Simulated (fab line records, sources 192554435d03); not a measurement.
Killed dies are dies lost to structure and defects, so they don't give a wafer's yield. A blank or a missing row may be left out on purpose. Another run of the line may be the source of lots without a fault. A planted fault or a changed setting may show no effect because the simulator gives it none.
Which tool did it? :: flow n5 finfet :: Sampling: 7 lots, 17 wafers, 3 of 1938 route steps

## WHAT EACH GAUGE READ, for each wafer
N5_FIN_SAQP_CD_MEAS_31 targets a cd of 8 nm.
lot: L681
measured: day 2 07:50
on: cd sem-03
cd nm (nm): 8.36 8.65 8.63

lot: L683
measured: day 2 20:20
on: cd sem-03
cd nm (nm): 7.99 8.04

lot: L685
measured: day 3 09:02
on: cd sem-01
cd nm (nm): 8.44 8.24 7.92

lot: L687
measured: day 3 19:24
on: cd sem-01
cd nm (nm): 8.11 8.28

lot: L692
measured: day 5 03:19
on: cd sem-01
cd nm (nm): 8.45 3.15

lot: L697
measured: day 6 13:30
on: cd sem-03
cd nm (nm): 3.41 7.85

lot: L702
measured: day 7 17:23
on: cd sem-01
cd nm (nm): 8.03 8.26 8.29

## WHAT TOOL EACH LOT RAN ON (gives the tool, then ch and the chambers of the sampled wafers, and finally the start)
lot: L681
N5_FIN_SAQP_ETCH_57: rie diel-01 ch 0,1, day 2 06:06
N5_FIN_SAQP_SPACER2_ALD_28: ald sin-03 ch 0,1,3, day 2 07:04

lot: L683
N5_FIN_SAQP_ETCH_57: rie diel-05 ch 2,3, day 2 18:52
N5_FIN_SAQP_SPACER2_ALD_28: ald sin-02 ch 0,1, day 2 19:57

lot: L685
N5_FIN_SAQP_ETCH_57: rie diel-05 ch 1,2,3, day 3 06:14
N5_FIN_SAQP_SPACER2_ALD_28: ald sin-02 ch 0,1,3, day 3 08:30

lot: L687
N5_FIN_SAQP_ETCH_57: rie diel-02 ch 1,3, day 3 17:24
N5_FIN_SAQP_SPACER2_ALD_28: ald sin-02 ch 2,3, day 3 18:38

lot: L692
N5_FIN_SAQP_ETCH_57: rie diel-05 ch 0,1, day 5 01:24
N5_FIN_SAQP_SPACER2_ALD_28: ald sin-02 ch 0,3, day 5 02:49

lot: L697
N5_FIN_SAQP_ETCH_57: rie diel-05 ch 0,2, day 6 11:29
N5_FIN_SAQP_SPACER2_ALD_28: ald sin-02 ch 1,3, day 6 12:52

lot: L702
N5_FIN_SAQP_ETCH_57: rie diel-01 ch 0,2,3, day 7 14:31
N5_FIN_SAQP_SPACER2_ALD_28: ald sin-04 ch 1,2,3, day 7 16:51
- N5_FIN_SAQP_ETCH_57: etches SiNx in CH3F/O2, target depth 32.5 nm, time 46.4 s.
- N5_FIN_SAQP_SPACER2_ALD_28: deposits SiO2, target thk 8.1 nm, pulse time 1 s, purge time 2 s.

## THE ANSWER, worked out from the rows above alone
Rule: what is usual is taken from the lots themselves. Put in order of their means at a reading, lots are off if they are a third of the lots or fewer, leave a main group of 4 or more, and stand apart from it by a gap of 3 or more times the standard deviation of the main group's means; of several such gaps the widest counts. A main group whose means are all the same, to the digits that the tables above print for the reading, isn't used. A lot without any number at a reading at which 4 lots or more have one is off too. All remaining lots with rows at the step are treated as sound.
Off at N5_FIN_SAQP_CD_MEAS_31 (cd nm): L692, L697. Mean 8.23 nm and standard deviation 0.17 in the main group.
If a tool, at a process step before that reading, ran all the lots that are off and no sound lot after the first of them, it fits. The gauges at N5_FIN_SAQP_CD_MEAS_31 are tried like those tools. 2 tools fit, rie diel-05 at N5_FIN_SAQP_ETCH_57 and ald sin-02 at N5_FIN_SAQP_SPACER2_ALD_28, so this cannot tell which one it is.

## WHAT THE SIMULATOR PUT IN
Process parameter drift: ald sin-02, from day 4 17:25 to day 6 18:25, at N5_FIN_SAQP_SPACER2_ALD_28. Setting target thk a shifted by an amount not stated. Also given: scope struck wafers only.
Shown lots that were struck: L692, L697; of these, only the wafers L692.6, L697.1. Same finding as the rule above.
